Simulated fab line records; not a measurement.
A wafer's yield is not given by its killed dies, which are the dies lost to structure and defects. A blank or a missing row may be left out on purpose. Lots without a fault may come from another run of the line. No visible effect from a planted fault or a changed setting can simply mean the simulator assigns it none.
fab line records    flow n5Finfet
record lots=7  wafers=21
route steps=1938 shown BEOL_M6@1239 BEOL_M7@1308 BEOL_M9@1408 BEOL_M10@1494
startH: hours from the record's opening day to when the first of the lot's shown wafers began    waitH: time in hours since the lot's previous step    " repeats the value in the row above    L1.1+2: one row covering several wafers at once    - either no value or no given start    * or withheld: withheld    < > ~ a bound
route shown NAME@n: names a module that has steps shown in the file, with the first one's number in the route    usual: mean and standard deviation over wafers with no fault    same: alike in all rows    chamber/n: place in a boat    sites: readings site by site    _std_site: how widely they spread, as a standard deviation    _edge_site: inner sites' mean taken away from outer sites' mean    radiusMm: how far each site lies from the wafer's centre    mask NAME#n: copy n    behind: the tool/chamber that last shaped the wafer    hold: what put the lot on hold/how long, in hours/how the hold closed    device: names the non-switching transistor (n, p or np)    end of line: at the end of the route, the tests of the same wafers    for a step that has no rows: nothing shown but its recipe    killed: count of dies lost to structure and defects at first sort (not the wafer's yield)    map: per-die view of a wafer (x killed, . not killed, _ where there is no die)
set.NAME: the setting the step ran with; set.NAME@STEP: the setting that earlier step ran with    model.NAME: the simulator's own value behind a step, which no gauge read
one table per step and one row per wafer, for lots whose settings were changed on purpose
## steps
# step N5_BEOL_M6_TRENCH_ETCH_37
# recipe chemistry=C4F6/O2  targetDepthA=944.35  target=SiCOH_lowk  timeS=31.5  ionEnergyEv=250  pressureMtorr=30  sourceW=345  biasW=185  Ar_flow_sccm=300  C4F6_flow_sccm=10  O2_flow_sccm=10
lot.wafer  tool        chamber  startH  waitH  set.timeS  set.targetThkA@BEOL_M6_HM_DEP_02  model.BEOL_M6.featureDepthNm  model.etch.depthNm  model.TiN_of_BEOL_M6_HM_DEP_02.thkNm
L074.1     rieDiel-04  0        -       -      36.28      176.4                             107.4                         107.4               14.4
L074.3     "           3        "       "      36.28      176.4                             106.6                         106.6               14.4
L074.4     "           1        "       "      31.5       200                               93                            93.08               17.2
L077.2     rieDiel-05  1        -       -      31.5       200                               94.4                          94.49               17
L077.3     "           2        "       "      31.5       200                               94.6                          94.58               17.2
L077.6     "           0        "       "      31.5       200                               94.6                          94.69               17
L078.1     rieDiel-04  2        -       -      35.38      216.3                             105.8                         105.7               18.4
L078.2     "           1        "       "      31.5       200                               92.8                          92.8                17.2
L078.6     "           0        "       "      35.38      200                               108                           107.9               16.8
L080.2     rieDiel-04  2        -       -      31.5       210.7                             93.6                          93.63               18.4
L080.3     "           1        "       "      31.5       210.7                             93.4                          93.37               18.6
L080.5     "           0        "       "      31.5       210.7                             95.6                          95.57               18.6
L082.2     rieDiel-02  2        -       -      31.5       200                               92.6                          92.55               17.2
L082.3     "           0        "       "      31.5       200                               93.8                          93.75               17.2
L082.5     "           2        "       "      31.5       200                               93.4                          93.4                17
L086.1     rieDiel-02  2        -       -      31.5       200                               94.2                          94.29               17.4
L086.5     "           3        "       "      31.5       200                               96.6                          96.69               17.4
L086.6     "           2        "       "      31.5       200                               94.2                          94.19               17.2
L095.1     rieDiel-05  3        -       -      31.5       200                               92                            91.97               17.6
L095.3     "           2        "       "      38.35      200                               116.2                         116.2               17
L095.4     "           1        "       "      31.5       200                               93.8                          93.73               17.4
# step N5_BEOL_M6_ETCH_41
# recipe chemistry=CH3F/O2  target=SiCN  targetDepthA=297  taperDeg=2  timeS=52  ionEnergyEv=120  maskMaterial=TiN  pressureMtorr=30  sourceW=395  biasW=75  Ar_flow_sccm=150  CH3F_flow_sccm=30  O2_flow_sccm=20
lot.wafer  tool        chamber  startH  waitH  set.timeS  model.etch.depthNm
L074.1     rieDiel-04  0        -       -      47.13      17.65
L074.3     "           3        "       "      52         19.27
L074.4     "           1        "       "      47.13      17.52
L077.2     rieDiel-05  1        -       -      52         19.81
L077.3     "           2        "       "      52         19.5
L077.6     "           0        "       "      52         19.55
L078.1     rieDiel-04  2        -       -      40.97      15.5
L078.2     "           1        "       "      52         19.48
L078.6     "           0        "       "      40.97      15.68
L080.2     rieDiel-04  2        -       -      62.59      23.97
L080.3     "           1        "       "      62.59      23.62
L080.5     "           0        "       "      52         20.05
L082.2     rieDiel-02  2        -       -      52         19.6
L082.3     "           0        "       "      52         19.47
L082.5     "           2        "       "      52         19.58
L086.1     rieDiel-02  2        -       -      43.1       16.17
L086.5     "           3        "       "      43.1       16.56
L086.6     "           2        "       "      52         19.54
L095.1     rieDiel-05  3        -       -      52         19.37
L095.3     "           2        "       "      43.35      16.78
L095.4     "           1        "       "      43.35      16.47
# step N5_BEOL_M6_STRIP_80
# recipe chemistry=N2/H2  timeS=10  powerW=450  tempC=40  pressureMtorr=20  rfFrequencyHz=6e+07  biasPowerW=7  n2FlowSccm=200  h2FlowSccm=200
# step N5_BEOL_M6_OCD_MEAS_38
# usual trenchDepthNm=94.3/1.2
lot.wafer  tool    chamber  startH  waitH  set.timeS@BEOL_M6_TRENCH_ETCH_37  trenchDepthNm
L074.1     ocd-02  -        228.21  -      36.28                             106.7
L074.3     "       -        "       "      36.28                             106.5
L074.4     "       -        "       "      31.5                              92.5
L077.2     ocd-02  -        270.98  -      31.5                              94.0
L077.3     "       -        "       "      31.5                              95.0
L077.6     "       -        "       "      31.5                              94.5
L078.1     ocd-02  -        278.64  -      35.38                             105.8
L078.2     "       -        "       "      31.5                              92.5
L078.6     "       -        "       "      35.38                             108.0
L080.2     ocd-02  -        283.50  -      31.5                              93.8
L080.3     "       -        "       "      31.5                              93.3
L080.5     "       -        "       "      31.5                              95.6
L082.2     ocd-02  -        295.87  -      31.5                              93.0
L082.3     "       -        "       "      31.5                              94.0
L082.5     "       -        "       "      31.5                              93.1
L086.1     ocd-01  -        312.71  -      31.5                              94.4
L086.5     "       -        "       "      31.5                              96.7
L086.6     "       -        "       "      31.5                              94.3
L095.1     ocd-02  -        391.91  -      31.5                              92.7
L095.3     "       -        "       "      38.35                             116.2
L095.4     "       -        "       "      31.5                              93.9
# step N5_BEOL_M6_HM_STRIP_39
# recipe chemistry=peroxideTinStrip  material=TiN  targetDepthA=250  tempC=50  timeS=158
# step N5_BEOL_M6_SRD_40
# recipe timeS=30  tempC=23  rinseLiquid=diw  dry=ipaMarangoni
# step N5_BEOL_M6_PRECLEAN_42
# recipe chemistry=residueRemover  timeS=60  tempC=40
# step N5_BEOL_M6_SRD_43
# recipe timeS=30  tempC=23  rinseLiquid=diw  dry=ipaMarangoni
# step N5_BEOL_M6_CD_MEAS_35
# recipe targetCdNm=40  targetCdYNm=28  polarity=opening
# usual cdNm=40.0/0.47
lot.wafer  tool      chamber  startH  waitH  set.doseMj@BEOL_M6_EXPOSE_08  cdNm
L074.1     cdSem-03  -        228.36  0.0    69.72                         41.6
L074.3     "         -        "       "      68.25                         40.3
L074.4     "         -        "       "      68.25                         39.8
L077.2     cdSem-01  -        271.14  0.0    73.31                         43.7
L077.3     "         -        "       "      68.25                         39.4
L077.6     "         -        "       "      73.31                         43.4
L078.1     cdSem-02  -        278.80  0.0    65.64                         38.1
L078.2     "         -        "       "      65.64                         37.8
L078.6     "         -        "       "      65.64                         38.4
L080.2     cdSem-02  -        283.65  0.0    71.87                         42.3
L080.3     "         -        "       "      68.25                         39.6
L080.5     "         -        "       "      71.87                         42.7
L082.2     cdSem-03  -        296.03  0.0    68.25                         41.0
L082.3     "         -        "       "      68.25                         40.8
L082.5     "         -        "       "      68.25                         40.0
L086.1     cdSem-01  -        312.86  0.0    68.25                         40.7
L086.5     "         -        "       "      68.25                         40.8
L086.6     "         -        "       "      64.4                          37.6
L095.1     cdSem-01  -        392.07  0.0    68.25                         40.4
L095.3     "         -        "       "      68.25                         40.2
L095.4     "         -        "       "      68.25                         39.9
# step N5_BEOL_M6_CURE_75
# recipe tempC=370  timeS=120  ambient=DMADMS/He  material=SiCOH_lowk
# step N5_BEOL_M6_DEGAS_44
# recipe ambient=vacuum  tempC=250  timeS=60
# step N5_BEOL_M6_ECD_50
# recipe material=Cu  targetThkA=3000
# step N5_BEOL_M6_ANNEAL_51
# recipe tempC=225  timeS=90  ambient=N2
# step N5_BEOL_M6_CMP_52
# recipe stopOn=SiCOH_lowk  tOverpolishS=6.9  downForcePsi=1  platenRpm=50  clearingPlatenDownForcePsi=1.5  clearingPlatenRpm=50  postCmpClean=cuAlkaline  targetThkNm=80  clearingPlatenPadVelocityMS=0.99484  padVelocityMS=0.99484
lot.wafer  tool    chamber  startH  waitH  set.timeS@BEOL_M6_TRENCH_ETCH_37  model.Cu_of_BEOL_M6_ECD_50.thkNm
L074.4     cmp-01  1        230.84  0.2    31.5                              77.8
L074.3     "       2        "       "      36.28                             91.4
L074.1     "       3        "       "      36.28                             92.8
L077.2     cmp-01  0        273.87  0.2    31.5                              79.2
L077.3     "       3        "       "      31.5                              81.4
L077.6     "       0        "       "      31.5                              80
L078.2     cmp-01  0        280.70  0.2    31.5                              77
L078.1     "       1        "       "      35.38                             90
L078.6     "       3        "       "      35.38                             94
L080.2     cmp-02  3        287.65  0.2    31.5                              78.8
L080.3     "       1        "       "      31.5                              79.2
L080.5     "       0        "       "      31.5                              81
L082.2     cmp-01  2        298.44  0.3    31.5                              76.2
L082.3     "       3        "       "      31.5                              80.4
L082.5     "       1        "       "      31.5                              79
L086.1     cmp-02  0        317.12  0.3    31.5                              81
L086.5     "       0        "       "      31.5                              83.2
L086.6     "       1        "       "      31.5                              80.2
L095.1     cmp-02  0        396.86  0.3    31.5                              78.8
L095.4     "       1        "       "      31.5                              80.6
L095.3     "       2        "       "      38.35                             101.6
# step N5_BEOL_M6_THK_MEAS_53
# recipe thkMeasGauge=xrf  reads=Cu_of_BEOL_M6_ECD_50
# usual M6_THK=80.3/1.7
lot.wafer  tool          chamber  startH  waitH  set.timeS@BEOL_M6_TRENCH_ETCH_37  M6_THK[nm]
L074.1     filmMetro-01  -        231.10  -      36.28                             94.0
L074.3     "             -        "       "      36.28                             92.9
L074.4     "             -        "       "      31.5                              78.6
L077.2     filmMetro-01  -        274.16  -      31.5                              79.8
L077.3     "             -        "       "      31.5                              81.6
L077.6     "             -        "       "      31.5                              80.7
L078.1     filmMetro-02  -        280.96  -      35.38                             90.9
L078.2     "             -        "       "      31.5                              77.1
L078.6     "             -        "       "      35.38                             94.4
L080.2     filmMetro-01  -        287.95  -      31.5                              80.7
L080.3     "             -        "       "      31.5                              81.2
L080.5     "             -        "       "      31.5                              83.1
L082.2     filmMetro-02  -        298.66  -      31.5                              76.9
L082.3     "             -        "       "      31.5                              80.6
L082.5     "             -        "       "      31.5                              79.4
L086.1     filmMetro-02  -        317.42  -      31.5                              81.2
L086.5     "             -        "       "      31.5                              83.5
L086.6     "             -        "       "      31.5                              80.3
L095.1     filmMetro-01  -        397.11  -      31.5                              80.0
L095.3     "             -        "       "      38.35                             103.4
L095.4     "             -        "       "      31.5                              81.7
# step N5_BEOL_M6_PRE_CLEAN_55
# recipe gas=NH3  timeS=15  tempC=withheld  rfPowerW=300
# step N5_BEOL_M6_DEP_56
# recipe material=SiCN  targetThkA=100  tempC=withheld  precursor=3MS/NH3  pressureTorr=3  rfW=202  timeS=17.5
# step N5_BEOL_M6_RS_MEAS_57
# recipe thkMeasGauge=four-point-probe  reads=Cu_of_BEOL_M6_ECD_50+Co_of_BEOL_M6_CVD_78+TaN_of_BEOL_M6_ALD_77
# usual M6_RS=0.287/0.0071
lot.wafer  tool          chamber  startH  waitH  set.timeS@BEOL_M6_TRENCH_ETCH_37  M6_RS[ohm/sq]
L074.1     filmMetro-02  -        231.26  0.1    36.28                             0.240
L074.3     "             -        "       "      36.28                             0.244
L074.4     "             -        "       "      31.5                              0.295
L077.2     filmMetro-01  -        274.29  0.1    31.5                              0.290
L077.3     "             -        "       "      31.5                              0.280
L077.6     "             -        "       "      31.5                              0.286
L078.1     filmMetro-01  -        281.10  0.1    35.38                             0.249
L078.2     "             -        "       "      31.5                              0.300
L078.6     "             -        "       "      35.38                             0.238
L080.2     filmMetro-02  -        288.08  0.1    31.5                              0.290
L080.3     "             -        "       "      31.5                              0.289
L080.5     "             -        "       "      31.5                              0.282
L082.2     filmMetro-01  -        298.79  0.1    31.5                              0.303
L082.3     "             -        "       "      31.5                              0.284
L082.5     "             -        "       "      31.5                              0.291
L086.1     filmMetro-02  -        317.55  0.1    31.5                              0.282
L086.5     "             -        "       "      31.5                              0.273
L086.6     "             -        "       "      31.5                              0.285
L095.1     filmMetro-02  -        397.25  0.1    31.5                              0.291
L095.3     "             -        "       "      38.35                             0.217
L095.4     "             -        "       "      31.5                              0.283
# step N5_BEOL_M7_TRENCH_ETCH_37
# recipe chemistry=C4F6/O2  targetDepthA=934.78  target=SiCOH_lowk  timeS=31.2  ionEnergyEv=250  pressureMtorr=30  sourceW=345  biasW=185  Ar_flow_sccm=300  C4F6_flow_sccm=10  O2_flow_sccm=10
# usual rfVppV=667/6.4
lot.wafer  tool        chamber  startH  waitH  set.sourceW  rfVppV  model.BEOL_M7.featureDepthNm  model.etch.depthNm
L074.1     rieDiel-06  0        -       -      326.6        689     89.8                          89.75
L074.3     "           3        "       "      345          668     92.4                          92.36
L074.4     "           0        "       "      345          670     92.6                          92.57
L077.2     rieDiel-03  1        -       -      345          656     93.6                          93.62
L077.3     "           2        "       "      345          677     91.4                          91.35
L077.6     "           3        "       "      345          671     92.8                          92.79
L078.1     rieDiel-03  0        -       -      319.3        690     88.8                          88.72
L078.2     "           2        "       "      319.3        705     89.6                          89.58
L078.6     "           1        "       "      345          657     93.8                          93.77
L080.2     rieDiel-01  0        -       -      345          668     94.2                          94.15
L080.3     "           3        "       "      311.5        693     91.8                          91.8
L080.5     "           3        "       "      311.5        695     91.4                          91.33
L082.2     rieDiel-01  2        -       -      345          671     96                            96.02
L082.3     "           3        "       "      345          659     93.8                          93.73
L082.5     "           3        "       "      345          658     93.8                          93.74
L086.1     rieDiel-03  0        -       -      345          663     92                            92.01
L086.5     "           1        "       "      311.2        692     90                            90.06
L086.6     "           2        "       "      345          677     92.2                          92.16
L095.1     rieDiel-03  2        -       -      345          678     91.4                          91.47
L095.3     "           1        "       "      377.5        625     96.6                          96.58
L095.4     "           0        "       "      377.5        634     97.2                          97.25
# step N5_BEOL_M9_COAT_05
# recipe resist=CAR-ArF  spinRpm=1500  resistThkNm=90
lot.wafer  tool           chamber  startH  waitH  set.spinRpm  model.CAR-ArF_of_BEOL_M9_COAT_05.thkNm
L074.1     lithoTrack-02  0        -       -      1573         87.8
L074.3+4   "              0        "       "      1500         90.2
L077.2     lithoTrack-03  0        -       -      1656         85.4
L077.3     "              0        "       "      1656         85.6
L077.6     "              0        "       "      1500         90
L078.1     lithoTrack-03  0        -       -      1500         90
L078.2     "              0        "       "      1663         85.4
L078.6     "              0        "       "      1663         85.6
L080.2+3   lithoTrack-02  0        -       -      1500         90
L080.5     "              0        "       "      1500         90.2
L082.2     lithoTrack-03  0        -       -      1500         90
L082.3+5   "              0        "       "      1500         90.2
L086.1     lithoTrack-03  0        -       -      1454         91.6
L086.5     "              0        "       "      1454         92
L086.6     "              0        "       "      1454         91.8
L095.1     lithoTrack-05  0        -       -      1500         90.4
L095.3     "              0        "       "      1500         90.2
L095.4     "              0        "       "      1549         88.8
# step N5_BEOL_M9_EBR_07
# recipe solvent=PGMEA  ebrWidthMm=1.5
# step N5_BEOL_M9_SOFTBAKE_06
# recipe tempC=110  timeS=60  resist=CAR-ArF
# step N5_BEOL_M9_EXPOSE_08
# recipe maskId=M9  na=1.35  sourceShape=dipole  sigmaInner=0.411  sigmaOuter=0.611  polarization=te  doseMj=53.75
# step N5_BEOL_M9_PEB_09
# recipe pebTempC=withheld  pebTimeS=60  resist=CAR-ArF
# step N5_BEOL_M9_DEVELOP_10
# recipe developTimeS=30  developer=TMAH  resist=CAR-ArF  rinseLiquid=diw  dry=airSpin  devTempC=23
lot.wafer  tool           chamber  startH  waitH  set.spinRpm@BEOL_M9_COAT_05  model.CAR-ArF_of_BEOL_M9_COAT_05.thkNm
L074.1     lithoTrack-03  0        -       -      1573                         86.2
L074.3+4   "              0        "       "      1500                         88.4
L077.2     lithoTrack-05  0        -       -      1656                         83.6
L077.3     "              0        "       "      1656                         83.8
L077.6     "              0        "       "      1500                         88.4
L078.1     lithoTrack-05  0        -       -      1500                         88.4
L078.2     "              0        "       "      1663                         83.8
L078.6     "              0        "       "      1663                         84
L080.2+5   lithoTrack-05  0        -       -      1500                         88.4
L080.3     "              0        "       "      1500                         88.2
L082.2     lithoTrack-03  0        -       -      1500                         88.2
L082.3     "              0        "       "      1500                         88.6
L082.5     "              0        "       "      1500                         88.4
L086.1     lithoTrack-02  0        -       -      1454                         90
L086.5+6   "              0        "       "      1454                         90.2
L095.1     lithoTrack-05  0        -       -      1500                         88.8
L095.3     "              0        "       "      1500                         88.6
L095.4     "              0        "       "      1549                         87
# step N5_BEOL_M10_COAT_63
# recipe resist=SOC  tempC=250  timeS=60  spinRpm=1500  resistThkNm=100
lot.wafer  tool           chamber  startH  waitH  set.spinRpm  model.SOC_of_BEOL_M10_COAT_63.thkNm
L074.1     lithoTrack-05  0        257.26  1.1    1340         106.2
L074.3     "              0        "       "      1500         100.4
L074.4     "              0        "       "      1500         100.6
L077.2     lithoTrack-05  0        301.58  0.1    1366         104.4
L077.3     "              0        "       "      1500         99.6
L077.6     "              0        "       "      1366         104.6
L078.1+2   lithoTrack-05  0        311.33  0.9    1500         100.2
L078.6     "              0        "       "      1402         104
L080.2+3   lithoTrack-05  0        320.42  2.5    1649         95.6
L080.5     "              0        "       "      1500         100.4
L082.2+5   lithoTrack-01  0        331.33  0.3    1500         100
L082.3     "              0        "       "      1500         100.2
L086.1     lithoTrack-01  0        345.66  0.7    1500         100.2
L086.5     "              0        "       "      1339         106
L086.6     "              0        "       "      1500         100
L095.1     lithoTrack-01  0        431.97  1.7    1612         96.2
L095.3     "              0        "       "      1500         99.8
L095.4     "              0        "       "      1500         100.4
## key
split step=N5_BEOL_M6_TRENCH_ETCH_37  setting=timeS  stated=31.5  by=wafer
response step=N5_BEOL_M6_TRENCH_ETCH_37  reading=model.BEOL_M6.featureDepthNm  change=+1.04  per=1%  r=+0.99
response step=N5_BEOL_M6_TRENCH_ETCH_37  reading=model.etch.depthNm  change=+1.04  per=1%  r=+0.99
response step=N5_BEOL_M6_OCD_MEAS_38  reading=trenchDepthNm  change=+1.04  per=1%  r=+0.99
response step=N5_BEOL_M6_CMP_52  reading=model.Cu_of_BEOL_M6_ECD_50.thkNm  change=+1.03  per=1%  r=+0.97
response step=N5_BEOL_M6_THK_MEAS_53  reading=M6_THK  change=+1.06  per=1%  r=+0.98
response step=N5_BEOL_M6_RS_MEAS_57  reading=M6_RS  change=-0.00354  per=1%  r=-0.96
split step=N5_BEOL_M6_ETCH_41  setting=timeS  stated=52  by=wafer
response step=N5_BEOL_M6_ETCH_41  reading=model.etch.depthNm  change=+0.18  per=1%  r=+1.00
split step=N5_BEOL_M7_TRENCH_ETCH_37  setting=sourceW  stated=345  by=wafer
response step=N5_BEOL_M7_TRENCH_ETCH_37  reading=rfVppV  change=-3.67  per=1%  r=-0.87
response step=N5_BEOL_M7_TRENCH_ETCH_37  reading=model.BEOL_M7.featureDepthNm  change=+0.403  per=1%  r=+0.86
response step=N5_BEOL_M7_TRENCH_ETCH_37  reading=model.etch.depthNm  change=+0.4  per=1%  r=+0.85
split step=N5_BEOL_M9_COAT_05  setting=spinRpm  stated=1500  by=wafer
response step=N5_BEOL_M9_COAT_05  reading=model.CAR-ArF_of_BEOL_M9_COAT_05.thkNm  change=-0.431  per=1%  r=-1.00
response step=N5_BEOL_M9_DEVELOP_10  reading=model.CAR-ArF_of_BEOL_M9_COAT_05.thkNm  change=-0.438  per=1%  r=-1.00
split step=N5_BEOL_M10_COAT_63  setting=spinRpm  stated=1500  by=wafer
response step=N5_BEOL_M10_COAT_63  reading=model.SOC_of_BEOL_M10_COAT_63.thkNm  change=-0.533  per=1%  r=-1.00
split outsideThisFile step=N5_BEOL_M6_HM_DEP_02 setting=targetThkA
split outsideThisFile step=N5_BEOL_M6_EXPOSE_08 setting=doseMj
# split outsideThisFile: this setting was split too, and the file shows its column; the key of that split is in another file
